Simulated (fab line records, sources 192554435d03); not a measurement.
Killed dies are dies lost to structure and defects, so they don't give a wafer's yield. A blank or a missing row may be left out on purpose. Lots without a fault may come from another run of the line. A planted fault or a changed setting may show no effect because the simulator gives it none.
Chamber matching | flow n5_finfet | N5_BEOL_M3_DESCUM_16 on rie_diel-02: 4 sister chambers
The step chemistry O2, time 7 s. 4 wafers are shown with their chamber, then 8 later ones without.

WAFERS WITH THEIR CHAMBER
wafer  | chamber | drypump_motor_current_A (A)
L087.6 | 3       | 6.1
L089.1 | 0       | 5.6
L089.6 | 1       | 6.6
L091.3 | 2       | 6.2

WAFERS WITHOUT THEIR CHAMBER
wafer  | drypump_motor_current_A (A)
L091.4 | 6.1
L091.6 | 6.2
L094.1 | 6.6
L094.4 | 5.6
L094.6 | 5.6
L095.2 | 5.6
L095.5 | 5.6
L095.6 | 6.5

WHICH CHAMBER EACH WENT THROUGH
wafer  | from the rows above | in truth
L091.4 | 3                   | 3
L091.6 | 2                   | 2
L094.1 | 1                   | 1
L094.4 | 0                   | 0
L094.6 | 0                   | 0
L095.2 | 0                   | 0
L095.5 | 0                   | 0
L095.6 | 1                   | 1
Placed correctly: 8 of 8. Can't be placed from these rows: 0. Placed wrongly: 0.
How it was worked out, from the rows above alone: a wafer's distance from a chamber is the root of the sum, over the readings, of the square of ((its reading less the chamber's mean) divided by the reading's scatter). The wafer belongs to the nearest chamber; if the next one is less than 2 further off, it can't be placed. A chamber's mean is the mean of its shown wafers. The scatter: with one shown wafer a chamber, the root of the mean of the squares of how far each hidden wafer lies from its nearest shown one.
